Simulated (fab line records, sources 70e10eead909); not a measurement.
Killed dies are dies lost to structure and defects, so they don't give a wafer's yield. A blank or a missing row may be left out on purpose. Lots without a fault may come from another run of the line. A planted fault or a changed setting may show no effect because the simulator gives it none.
Which tool did it? | flow nand_harc | 24 lots, 72 wafers sampled, at 6 steps of a route of 1302

WHAT THE GAUGES READ, wafer by wafer
The record holds no reading of a measuring or inspecting step that can be judged against a usual standard deviation.

WHICH TOOL RAN EACH LOT (tool, then ch and the chambers of the sampled wafers, then the start)
lot  | NHARC_A_STAIRCASE_ETCH_197                    | NHARC_A_STAIRCASE_ETCH_223                    | NHARC_A_STAIRCASE_STRIP_238          | NHARC_A_STAIRCASE_DESCUM_252       | NHARC_A_STAIRCASE_ETCH_271         | NHARC_A_STAIRCASE_HM_OPEN_457
L074 | rie_diel-07 ch 2,3, day 16 06:29 or earlier   | rie_diel-10 ch 0,3, day 16 06:29 or earlier   | plasma_asher-02 ch 0,1, day 16 06:29 | rie_diel-07 ch 0,1,3, day 16 07:49 | rie_diel-10 ch 0,2,3, day 16 13:55 | rie_diel-10 ch 0,3, no start
L075 | rie_diel-11 ch 1,2,3, day 16 09:01 or earlier | rie_diel-10 ch 0,2,3, day 16 09:01 or earlier | plasma_asher-01 ch 0,1, day 16 09:01 | rie_diel-11 ch 0,2, day 16 10:29   | rie_diel-07 ch 0,1, day 16 15:32   | rie_diel-07 ch 0,1,3, no start
L076 | rie_diel-07 ch 0,1, day 16 11:04 or earlier   | rie_diel-07 ch 1,2, day 16 11:04 or earlier   | plasma_asher-02 ch 0,1, day 16 11:04 | rie_diel-07 ch 0,1,2, day 16 12:20 | rie_diel-10 ch 0,1,2, day 16 17:58 | rie_diel-10 ch 0,3, no start
L077 | rie_diel-11 ch 1,3, day 17 20:01 or earlier   | rie_diel-07 ch 0,2,3, day 17 20:01 or earlier | plasma_asher-02 ch 0,1, day 17 20:01 | rie_diel-10 ch 0,1, day 17 21:32   | rie_diel-07 ch 1,2, day 18 03:44   | rie_diel-07 ch 0,3, no start
L078 | rie_diel-11 ch 1,2,3, day 17 21:22 or earlier | rie_diel-10 ch 0,1,2, day 17 21:22 or earlier | plasma_asher-02 ch 0,1, day 17 21:22 | rie_diel-07 ch 0,1,3, day 17 22:47 | rie_diel-11 ch 0,1,2, day 18 05:23 | rie_diel-11 ch 0,2,3, no start
L079 | rie_diel-10 ch 0,1,3, day 18 01:59 or earlier | rie_diel-07 ch 2,3, day 18 01:59 or earlier   | plasma_asher-01 ch 0,1, day 18 01:59 | rie_diel-07 ch 0,3, day 18 03:27   | rie_diel-07 ch 2,3, day 18 07:13   | rie_diel-07 ch 1,2,3, no start
L080 | rie_diel-10 ch 1,2, day 18 17:34 or earlier   | rie_diel-11 ch 0,2,3, day 18 17:34 or earlier | plasma_asher-01 ch 0,1, day 18 17:34 | rie_diel-07 ch 0,1,3, day 18 19:00 | rie_diel-11 ch 1,2,3, day 19 01:17 | rie_diel-11 ch 0,1,3, no start
L082 | rie_diel-10 ch 0,1,3, day 19 11:59 or earlier | rie_diel-10 ch 0,2, day 19 11:59 or earlier   | plasma_asher-02 ch 0, day 19 11:59   | rie_diel-07 ch 0,1, day 19 13:23   | rie_diel-07 ch 0,1,3, day 19 17:18 | rie_diel-07 ch 2,3, no start
L081 | rie_diel-07 ch 0,1, day 19 12:32 or earlier   | rie_diel-10 ch 0,2, day 19 12:32 or earlier   | plasma_asher-02 ch 0,1, day 19 12:32 | rie_diel-07 ch 1,2,3, day 19 14:01 | rie_diel-11 ch 0,1,3, day 19 17:52 | rie_diel-11 ch 0,2, no start
L084 | rie_diel-10 ch 1,3, day 19 23:00 or earlier   | rie_diel-10 ch 0,1,3, day 19 23:00 or earlier | plasma_asher-01 ch 0,1, day 19 23:00 | rie_diel-11 ch 0,2, day 20 00:25   | rie_diel-11 ch 1,2,3, day 20 05:50 | rie_diel-11 ch 1,2,3, no start
L083 | rie_diel-11 ch 0,2,3, day 19 23:43 or earlier | rie_diel-11 ch 0,1,2, day 19 23:43 or earlier | plasma_asher-01 ch 0,1, day 19 23:43 | rie_diel-10 ch 0,1,3, day 20 01:04 | rie_diel-10 ch 0,2,3, day 20 06:27 | rie_diel-10 ch 0,1,3, no start
L085 | rie_diel-07 ch 0,2,3, day 20 14:08 or earlier | rie_diel-10 ch 0,2,3, day 20 14:08 or earlier | plasma_asher-02 ch 0,1, day 20 14:08 | rie_diel-11 ch 0,1,3, day 20 17:24 | rie_diel-10 ch 1,2,3, day 20 22:14 | rie_diel-10 ch 0,1,3, no start
L086 | rie_diel-11 ch 1,2,3, day 20 21:29 or earlier | rie_diel-10 ch 0,3, day 20 21:29 or earlier   | plasma_asher-02 ch 0,1, day 20 21:29 | rie_diel-10 ch 0,3, day 20 22:44   | rie_diel-07 ch 2,3, day 21 03:41   | rie_diel-07 ch 0,3, no start
L088 | rie_diel-11 ch 0,1,3, day 21 22:33 or earlier | rie_diel-11 ch 0,1,2, day 21 22:33 or earlier | plasma_asher-01 ch 0,1, day 21 22:33 | rie_diel-11 ch 1,2,3, day 21 23:59 | rie_diel-11 ch 1,2,3, day 22 03:53 | rie_diel-11 ch 0,1,2, no start
L087 | rie_diel-07 ch 1,2,3, day 21 22:47 or earlier | rie_diel-10 ch 0,2,3, day 21 22:47 or earlier | plasma_asher-02 ch 0,1, day 21 22:47 | rie_diel-11 ch 1,3, day 22 00:13   | rie_diel-07 ch 0,2,3, day 22 04:16 | rie_diel-07 ch 2,3, no start
L089 | rie_diel-07 ch 0,1,2, day 22 06:59 or earlier | rie_diel-10 ch 1,2,3, day 22 06:59 or earlier | plasma_asher-01 ch 0,1, day 22 06:59 | rie_diel-11 ch 1,2,3, day 22 08:29 | rie_diel-10 ch 0,1,3, day 22 12:43 | rie_diel-10 ch 1,2,3, no start
L090 | rie_diel-07 ch 2,3, day 23 01:08 or earlier   | rie_diel-10 ch 2,3, day 23 01:08 or earlier   | plasma_asher-02 ch 0,1, day 23 01:08 | rie_diel-07 ch 0,3, day 23 02:24   | rie_diel-11 ch 2,3, day 23 06:34   | rie_diel-11 ch 0,1,2, no start
L091 | rie_diel-11 ch 0,2, day 23 09:17 or earlier   | rie_diel-07 ch 1,2,3, day 23 09:17 or earlier | plasma_asher-02 ch 0,1, day 23 09:17 | rie_diel-10 ch 0,1,2, day 23 10:34 | rie_diel-11 ch 0,1,3, day 23 17:07 | rie_diel-11 ch 0,1,3, no start
L092 | rie_diel-07 ch 1,2,3, day 23 14:47 or earlier | rie_diel-07 ch 0,2,3, day 23 14:47 or earlier | plasma_asher-02 ch 0,1, day 23 14:47 | rie_diel-07 ch 0,3, day 23 16:56   | rie_diel-11 ch 0,2,3, day 23 22:32 | rie_diel-11 ch 0,2,3, no start
L093 | rie_diel-10 ch 2,3, day 23 18:53 or earlier   | rie_diel-07 ch 1,2, day 23 18:53 or earlier   | plasma_asher-02 ch 0,1, day 23 18:53 | rie_diel-11 ch 2,3, day 23 20:20   | rie_diel-10 ch 2,3, day 24 00:28   | rie_diel-10 ch 2,3, no start
L094 | rie_diel-11 ch 0,1,2, day 24 02:02 or earlier | rie_diel-07 ch 0,1,2, day 24 02:02 or earlier | plasma_asher-02 ch 0,1, day 24 02:02 | rie_diel-10 ch 0,1,3, day 24 03:23 | rie_diel-10 ch 0,2,3, day 24 09:20 | rie_diel-10 ch 0,1, no start
L095 | rie_diel-10 ch 0,1,2, day 24 20:14 or earlier | rie_diel-11 ch 0,3, day 24 20:14 or earlier   | plasma_asher-02 ch 0, day 24 20:14   | rie_diel-07 ch 0,3, day 24 21:43   | rie_diel-07 ch 0,1,3, day 25 01:38 | rie_diel-07 ch 0,3, no start
L096 | rie_diel-07 ch 2,3, day 25 02:51 or earlier   | rie_diel-11 ch 1,3, day 25 02:51 or earlier   | plasma_asher-02 ch 0,1, day 25 02:51 | rie_diel-11 ch 1,3, day 25 04:15   | rie_diel-07 ch 1,2,3, day 25 10:34 | rie_diel-07 ch 0,2,3, no start
L097 | rie_diel-07 ch 0,2,3, day 25 10:32 or earlier | rie_diel-10 ch 1,3, day 25 10:32 or earlier   | plasma_asher-02 ch 0,1, day 25 10:32 | rie_diel-10 ch 0,3, day 25 12:01   | rie_diel-11 ch 0,1, day 25 15:50   | rie_diel-11 ch 0,1,2, no start
- NHARC_A_STAIRCASE_ETCH_197: etches the open film in C4F8/O2, target depth 100 nm, time 40.5 s.
- NHARC_A_STAIRCASE_ETCH_223: etches the open film in C4F8/O2, target depth 100 nm, time 40.5 s.
- NHARC_A_STAIRCASE_STRIP_238: strips in O2.
- NHARC_A_STAIRCASE_DESCUM_252: chemistry O2, time 3 s.
- NHARC_A_STAIRCASE_ETCH_271: etches the open film in CF4/CHF3.
- NHARC_A_STAIRCASE_HM_OPEN_457: chemistry O2/COS.

WHAT THE TOOLS THEMSELVES READ (means of the sampled wafers that have a number; where no wafer has one, the mark that the record gives instead)
NHARC_A_STAIRCASE_ETCH_197. Usual: oes_product_au 0.954 a.u., standard deviation 0.017; rf_vpp_V 895 V, standard deviation 5.
lot  | tool        | oes_product_au (a.u.) | rf_vpp_V (V) | flag
L074 | rie_diel-07 | 0.949                 | 892          |
L075 | rie_diel-11 | 0.949                 | 897          |
L076 | rie_diel-07 | 0.948                 | 894          |
L077 | rie_diel-11 | 0.968                 | 899          |
L078 | rie_diel-11 | 0.973                 | 896          |
L079 | rie_diel-10 | 0.927                 | 894          |
L080 | rie_diel-10 | 0.961                 | 889          |
L082 | rie_diel-10 | 0.977                 | 895          |
L081 | rie_diel-07 | 0.938                 | 895          |
L084 | rie_diel-10 | 0.970                 | 895          |
L083 | rie_diel-11 | 0.953                 | 898          |
L085 | rie_diel-07 | 0.939                 | 891          |
L086 | rie_diel-11 | 0.954                 | 895          |
L088 | rie_diel-11 | 0.952                 | 901          |
L087 | rie_diel-07 | 0.968                 | 892          |
L089 | rie_diel-07 | 0.936                 | 892          |
L090 | rie_diel-07 | 0.944                 | 890          |
L091 | rie_diel-11 | 0.983                 | 899          |
L092 | rie_diel-07 | 0.962                 | 892          |
L093 | rie_diel-10 | 0.935                 | 900          |
L094 | rie_diel-11 | 0.939                 | 897          |
L095 | rie_diel-10 | 0.972                 | 898          |
L096 | rie_diel-07 | 0.963                 | 891          |
L097 | rie_diel-07 | 0.941                 | 890          |

NHARC_A_STAIRCASE_ETCH_223. Usual: oes_product_au 0.947 a.u., standard deviation 0.012; rf_vpp_V 895 V, standard deviation 4.9.
lot  | tool        | oes_product_au (a.u.) | rf_vpp_V (V) | flag
L074 | rie_diel-10 | 0.957                 | 896          |
L075 | rie_diel-10 | 0.953                 | 892          |
L076 | rie_diel-07 | 0.947                 | 891          |
L077 | rie_diel-07 | 0.940                 | 893          |
L078 | rie_diel-10 | 0.939                 | 892          |
L079 | rie_diel-07 | 0.931                 | 892          |
L080 | rie_diel-11 | 0.952                 | 898          |
L082 | rie_diel-10 | 0.942                 | 901          |
L081 | rie_diel-10 | 0.941                 | 902          |
L084 | rie_diel-10 | 0.947                 | 896          |
L083 | rie_diel-11 | 0.954                 | 897          |
L085 | rie_diel-10 | 0.949                 | 899          |
L086 | rie_diel-10 | 0.964                 | 895          |
L088 | rie_diel-11 | 0.953                 | 897          |
L087 | rie_diel-10 | 0.946                 | 899          |
L089 | rie_diel-10 | 0.944                 | 898          |
L090 | rie_diel-10 | 0.971                 | 902          |
L091 | rie_diel-07 | 0.944                 | 891          |
L092 | rie_diel-07 | 0.944                 | 891          |
L093 | rie_diel-07 | 0.937                 | 891          |
L094 | rie_diel-07 | 0.945                 | 891          |
L095 | rie_diel-11 | 0.944                 | 900          |
L096 | rie_diel-11 | 0.953                 | 898          |
L097 | rie_diel-10 | 0.939                 | 893          |

NHARC_A_STAIRCASE_STRIP_238. Usual: drypump_motor_current_A 5.9 A, standard deviation 0.33; heater_power_w 329 W, standard deviation 22.
lot  | tool            | drypump_motor_current_A (A) | heater_power_w (W) | flag
L074 | plasma_asher-02 | 6.1                         | 327                |
L075 | plasma_asher-01 | 5.5                         | 310                |
L076 | plasma_asher-02 | 6.1                         | 330                |
L077 | plasma_asher-02 | 6.1                         | 323                |
L078 | plasma_asher-02 | 6.1                         | 330                |
L079 | plasma_asher-01 | 5.5                         | 301                |
L080 | plasma_asher-01 | 5.8                         | 295                |
L082 | plasma_asher-02 | 5.8                         | 337                |
L081 | plasma_asher-02 | 6.0                         | 344                |
L084 | plasma_asher-01 | 5.5                         | 305                |
L083 | plasma_asher-01 | 5.9                         | 298                |
L085 | plasma_asher-02 | 6.0                         | 341                |
L086 | plasma_asher-02 | 5.9                         | 344                |
L088 | plasma_asher-01 | 5.5                         | 306                |
L087 | plasma_asher-02 | 5.9                         | 343                |
L089 | plasma_asher-01 | 5.5                         | 313                |
L090 | plasma_asher-02 | 6.0                         | 345                |
L091 | plasma_asher-02 | 5.9                         | 347                |
L092 | plasma_asher-02 | 5.9                         | 342                |
L093 | plasma_asher-02 | 5.9                         | 343                |
L094 | plasma_asher-02 | 6.0                         | 341                |
L095 | plasma_asher-02 | 5.8                         | 342                |
L096 | plasma_asher-02 | 6.0                         | 344                |
L097 | plasma_asher-02 | 5.9                         | 341                |

NHARC_A_STAIRCASE_DESCUM_252. Usual: drypump_motor_current_A 5.9 A, standard deviation 0.44; oes_product_au 1.003 a.u., standard deviation 0.0097; rf_vpp_V 57.8 V, standard deviation 0.86; showerhead_plenum_p_Torr 1.90 Torr, standard deviation 0.071; throttle_valve_pct 11.311 %, standard deviation 0.0094.
lot  | tool        | drypump_motor_current_A (A) | oes_product_au (a.u.) | rf_vpp_V (V) | showerhead_plenum_p_Torr (Torr) | throttle_valve_pct (%) | flag
L074 | rie_diel-07 | 5.8                         | 0.996                 | 57.9         | 1.90                            | 11.321                 |
L075 | rie_diel-11 | 5.5                         | 1.003                 | 58.1         | 1.90                            | 11.307                 |
L076 | rie_diel-07 | 5.7                         | 0.992                 | 57.6         | 1.86                            | 11.310                 |
L077 | rie_diel-10 | 6.2                         | 0.995                 | 57.7         | 1.87                            | 11.309                 |
L078 | rie_diel-07 | 5.8                         | 1.003                 | 58.3         | 1.89                            | 11.304                 |
L079 | rie_diel-07 | 5.4                         | 1.000                 | 57.1         | 1.87                            | 11.317                 |
L080 | rie_diel-07 | 5.8                         | 1.007                 | 58.1         | 1.89                            | 11.306                 |
L082 | rie_diel-07 | 5.5                         | 0.999                 | 57.1         | 1.89                            | 11.306                 |
L081 | rie_diel-07 | 6.0                         | 0.991                 | 57.4         | 1.86                            | 11.318                 |
L084 | rie_diel-11 | 5.4                         | 0.999                 | 59.2         | 1.96                            | 11.314                 |
L083 | rie_diel-10 | 6.2                         | 0.999                 | 57.8         | 1.89                            | 11.313                 |
L085 | rie_diel-11 | 6.0                         | 1.006                 | 57.9         | 1.98                            | 11.309                 |
L086 | rie_diel-10 | 6.2                         | 1.012                 | 58.5         | 1.91                            | 11.309                 |
L088 | rie_diel-11 | 6.1                         | 1.005                 | 57.3         | 1.91                            | 11.306                 |
L087 | rie_diel-11 | 6.4                         | 1.012                 | 57.9         | 1.95                            | 11.314                 |
L089 | rie_diel-11 | 6.1                         | 1.011                 | 58.6         | 1.91                            | 11.310                 |
L090 | rie_diel-07 | 5.4                         | 0.998                 | 57.0         | 1.86                            | 11.317                 |
L091 | rie_diel-10 | 6.0                         | 1.014                 | 58.1         | 1.93                            | 11.321                 |
L092 | rie_diel-07 | 5.4                         | 0.992                 | 58.2         | 1.86                            | 11.322                 |
L093 | rie_diel-11 | 5.8                         | 1.007                 | 57.6         | 1.86                            | 11.309                 |
L094 | rie_diel-10 | 6.2                         | 1.001                 | 57.8         | 1.88                            | 11.304                 |
L095 | rie_diel-07 | 5.7                         | 1.004                 | 58.4         | 1.86                            | 11.302                 |
L096 | rie_diel-11 | 6.4                         | 1.014                 | 57.9         | 1.94                            | 11.310                 |
L097 | rie_diel-10 | 6.2                         | 1.012                 | 58.3         | 1.90                            | 11.314                 |

NHARC_A_STAIRCASE_ETCH_271. Usual: drypump_motor_current_A 5.9 A, standard deviation 0.42; oes_product_au 0.951 a.u., standard deviation 0.024; rf_vpp_V 370.4 V, standard deviation 2.2; showerhead_plenum_p_Torr 1.57 Torr, standard deviation 0.061; throttle_valve_pct 16.801 %, standard deviation 0.0087.
lot  | tool        | drypump_motor_current_A (A) | oes_product_au (a.u.) | rf_vpp_V (V) | showerhead_plenum_p_Torr (Torr) | throttle_valve_pct (%) | flag
L074 | rie_diel-10 | 6.0                         | 0.984                 | 370.3        | 1.54                            | 16.790                 |
L075 | rie_diel-07 | 5.5                         | 0.921                 | 370.8        | 1.55                            | 16.800                 |
L076 | rie_diel-10 | 6.0                         | 0.965                 | 369.1        | 1.52                            | 16.795                 |
L077 | rie_diel-07 | 5.9                         | 0.917                 | 368.2        | 1.51                            | 16.796                 |
L078 | rie_diel-11 | 5.8                         | 0.929                 | 371.6        | 1.59                            | 16.799                 |
L079 | rie_diel-07 | 5.9                         | 0.972                 | 368.2        | 1.50                            | 16.805                 |
L080 | rie_diel-11 | 6.1                         | 0.965                 | 370.1        | 1.57                            | 16.807                 |
L082 | rie_diel-07 | 5.8                         | 0.953                 | 369.9        | 1.55                            | 16.806                 |
L081 | rie_diel-11 | 6.0                         | 0.979                 | 372.9        | 1.63                            | 16.801                 |
L084 | rie_diel-11 | 6.1                         | 0.944                 | 370.6        | 1.57                            | 16.802                 |
L083 | rie_diel-10 | 6.0                         | 0.934                 | 371.1        | 1.61                            | 16.799                 |
L085 | rie_diel-10 | 5.9                         | 0.950                 | 371.8        | 1.61                            | 16.804                 |
L086 | rie_diel-07 | 5.9                         | 0.988                 | 368.1        | 1.52                            | 16.796                 |
L088 | rie_diel-11 | 6.1                         | 0.981                 | 370.9        | 1.57                            | 16.800                 |
L087 | rie_diel-07 | 5.6                         | 0.921                 | 368.7        | 1.52                            | 16.808                 |
L089 | rie_diel-10 | 6.2                         | 0.947                 | 369.7        | 1.56                            | 16.802                 |
L090 | rie_diel-11 | 6.0                         | 0.961                 | 370.5        | 1.57                            | 16.806                 |
L091 | rie_diel-11 | 6.0                         | 0.927                 | 372.4        | 1.62                            | 16.799                 |
L092 | rie_diel-11 | 5.7                         | 0.974                 | 370.3        | 1.59                            | 16.803                 |
L093 | rie_diel-10 | 5.9                         | 0.980                 | 371.7        | 1.62                            | 16.805                 |
L094 | rie_diel-10 | 6.0                         | 0.926                 | 370.9        | 1.60                            | 16.792                 |
L095 | rie_diel-07 | 5.8                         | 0.961                 | 370.0        | 1.55                            | 16.792                 |
L096 | rie_diel-07 | 6.0                         | 0.925                 | 368.6        | 1.52                            | 16.796                 |
L097 | rie_diel-11 | 6.0                         | 0.934                 | 371.9        | 1.61                            | 16.800                 |

NHARC_A_STAIRCASE_HM_OPEN_457. Usual: drypump_motor_current_A 5.9 A, standard deviation 0.42; oes_product_au 1.002 a.u., standard deviation 0.011; rf_vpp_V 466.9 V, standard deviation 2.7; showerhead_plenum_p_Torr 3.11 Torr, standard deviation 0.12; throttle_valve_pct 28.330 %, standard deviation 0.0096.
lot  | tool        | drypump_motor_current_A (A) | oes_product_au (a.u.) | rf_vpp_V (V) | showerhead_plenum_p_Torr (Torr) | throttle_valve_pct (%) | flag
L074 | rie_diel-10 | 6.2                         | 1.004                 | 468.3        | 3.14                            | 28.336                 |
L075 | rie_diel-07 | 5.8                         | 0.991                 | 466.9        | 3.09                            | 28.333                 |
L076 | rie_diel-10 | 6.2                         | 1.000                 | 467.4        | 3.12                            | 28.323                 |
L077 | rie_diel-07 | 5.7                         | 1.002                 | 465.1        | 3.07                            | 28.322                 |
L078 | rie_diel-11 | 5.7                         | 1.004                 | 468.0        | 3.17                            | 28.333                 |
L079 | rie_diel-07 | 6.0                         | 1.006                 | 465.2        | 3.04                            | 28.325                 |
L080 | rie_diel-11 | 6.0                         | 1.004                 | 469.6        | 3.23                            | 28.328                 |
L082 | rie_diel-07 | 5.8                         | 0.996                 | 464.5        | 2.97                            | 28.322                 |
L081 | rie_diel-11 | 5.5                         | 1.006                 | 466.3        | 3.10                            | 28.325                 |
L084 | rie_diel-11 | 6.1                         | 0.999                 | 467.1        | 3.12                            | 28.327                 |
L083 | rie_diel-10 | 6.2                         | 0.998                 | 466.6        | 3.09                            | 28.332                 |
L085 | rie_diel-10 | 6.2                         | 1.003                 | 465.9        | 3.09                            | 28.323                 |
L086 | rie_diel-07 | 5.7                         | 1.000                 | 465.4        | 3.06                            | 28.330                 |
L088 | rie_diel-11 | 5.8                         | 1.005                 | 467.9        | 3.15                            | 28.324                 |
L087 | rie_diel-07 | 6.0                         | 0.998                 | 464.2        | 3.01                            | 28.342                 |
L089 | rie_diel-10 | 5.9                         | 1.008                 | 468.3        | 3.18                            | 28.329                 |
L090 | rie_diel-11 | 5.7                         | 1.012                 | 467.6        | 3.14                            | 28.339                 |
L091 | rie_diel-11 | 6.0                         | 1.015                 | 469.0        | 3.21                            | 28.326                 |
L092 | rie_diel-11 | 5.7                         | 1.009                 | 468.6        | 3.15                            | 28.322                 |
L093 | rie_diel-10 | 5.9                         | 1.018                 | 468.8        | 3.21                            | 28.339                 |
L094 | rie_diel-10 | 6.2                         | 0.997                 | 464.7        | 3.03                            | 28.333                 |
L095 | rie_diel-07 | 5.7                         | 0.997                 | 465.5        | 3.04                            | 28.329                 |
L096 | rie_diel-07 | 5.6                         | 0.993                 | 464.1        | 2.99                            | 28.332                 |
L097 | rie_diel-11 | 5.7                         | 1.008                 | 466.5        | 3.13                            | 28.335                 |

THE ANSWER, worked out from the rows above alone
Rule: a lot is off if the mean of its wafers that have a number lies more than 3 standard deviations from the usual mean. A lot without any number at a reading at which 4 lots or more have one is off too. The other lots that the step has rows for count as sound. The gauges are gone through in route order, then the tools' own readings, and for those a lot's mean is taken as printed above. The first step at which some lot is off is used, and at that step the reading that is off furthest; a lot without a number counts as furthest.
No lot is off at any reading shown: from this, nothing can be told.

WHAT THE SIMULATOR HAD PUT IN
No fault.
